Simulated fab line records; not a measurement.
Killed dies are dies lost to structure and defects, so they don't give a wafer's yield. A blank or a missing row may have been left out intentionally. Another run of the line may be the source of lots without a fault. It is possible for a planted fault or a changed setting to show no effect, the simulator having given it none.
Chamber matching    flow n5Finfet    N5_BEOL_M5_CURE_80 on uvCure-01 has 3 sister chambers
The step cures SiCOH lowk, time 120 s. 14 wafers are shown with their chamber, then 7 later ones without.

## EACH WAFER AND ITS CHAMBER
wafer   chamber  wafer_temp_C_max  lampPowerPct (%)
L076.1  0        371.4             52.26
L076.2  0        371.0             52.34
L076.5  0        371.7             52.33
L078.1  2        370.9             52.40
L078.3  2        371.2             52.30
L078.6  2        371.1             52.30
L089.1  2        371.5             52.27
L089.5  2        371.2             52.22
L089.6  2        371.2             52.27
L091.2  1        372.1             52.28
L091.3  1        371.2             52.29
L091.4  1        371.9             52.27
L092.1  1        372.2             52.32
L092.2  1        372.7             52.34

SIGNATURES (averages over the wafers above)
reading           chamber 0  chamber 1  chamber 2  scatter within a chamber
wafer_temp_C_max  371.367    372.020    371.183    0.384
lampPowerPct      52.3100    52.3000    52.2933    0.0478
Rule: distance of a wafer from a chamber = root of the sum over the readings of ((wafer's reading minus chamber's mean) / reading's scatter) squared. If the next closest chamber is less than 2 further off than the closest, the wafer can't be placed; otherwise it belongs to the closest. The scatter is the square root of a quotient: the sum, over the shown wafers, of each reading's squared deviation from its chamber's mean, divided by wafers minus chambers.

## WAFERS MISSING THEIR CHAMBER
wafer   wafer_temp_C_max  lampPowerPct (%)
L092.6  372.4             52.28
L094.1  371.5             52.32
L094.4  371.8             52.42
L094.5  372.0             52.28
L097.1  371.7             52.40
L097.3  372.0             52.29
L097.6  372.5             52.26

## CHAMBER TAKEN BY EACH
wafer   from the rows above           in truth
L092.6  can't be placed: 1 or 0       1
L094.1  can't be placed: 0 or 2 or 1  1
L094.4  can't be placed: 0 or 1 or 2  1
L094.5  can't be placed: 1 or 0 or 2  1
L097.1  can't be placed: 0 or 1 or 2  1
L097.3  can't be placed: 1 or 0 or 2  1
L097.6  can't be placed: 1 or 0 or 2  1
0 of 7 placed correctly. Cannot be placed on the basis of these rows: 7; the candidates contain the true chamber in 7. 0 placed wrongly.
